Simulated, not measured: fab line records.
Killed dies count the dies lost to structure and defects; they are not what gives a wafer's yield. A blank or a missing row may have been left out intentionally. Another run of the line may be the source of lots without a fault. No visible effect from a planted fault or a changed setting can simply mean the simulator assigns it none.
Chamber matching :: flow n5_finfet :: N5_BEOL_M9_CURE_71 on uv_cure-02: 3 sister chambers
The step cures SiCOH lowk, time 240 s. 3 wafers are shown with their chamber, then 7 later ones without.

## WAFERS, EACH WITH ITS CHAMBER
wafer: L081.4
chamber: 2
wafer_temp_C_max: 385.7

wafer: L089.6
chamber: 0
wafer_temp_C_max: 386.6

wafer: L090.3
chamber: 1
wafer_temp_C_max: 387.5

## WAFERS MISSING THEIR CHAMBER
wafer: L090.6
wafer_temp_C_max: 387.7

wafer: L093.1
wafer_temp_C_max: 387.0

wafer: L093.2
wafer_temp_C_max: 386.3

wafer: L093.4
wafer_temp_C_max: 386.1

wafer: L095.2
wafer_temp_C_max: 385.4

wafer: L095.4
wafer_temp_C_max: 385.8

wafer: L095.6
wafer_temp_C_max: 386.3

## WHICH CHAMBER EACH ONE RAN IN
wafer: L090.6
from the rows above: 1
in truth: 1

wafer: L093.1
from the rows above: can't be placed: 0 or 1
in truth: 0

wafer: L093.2
from the rows above: can't be placed: 0 or 2
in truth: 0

wafer: L093.4
from the rows above: can't be placed: 2 or 0
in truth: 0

wafer: L095.2
from the rows above: 2
in truth: 2

wafer: L095.4
from the rows above: 2
in truth: 2

wafer: L095.6
from the rows above: can't be placed: 0 or 2
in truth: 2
Correct placement for 3 of the 7. Can't be placed from these rows: 4 (the true chamber is among the candidates in 4). 0 placed wrongly.
How it was worked out, from the rows above alone: a wafer's distance from a chamber is the root of the sum, over the readings, of the square of ((its reading less the chamber's mean) divided by the reading's scatter). If the next closest chamber is less than 2 further off than the closest, the wafer can't be placed; otherwise it belongs to the closest. Each chamber's mean is taken over the wafers shown for it. The scatter (one wafer shown for each chamber): square how far every hidden wafer sits from the nearest shown wafer, average those squares and take the square root.
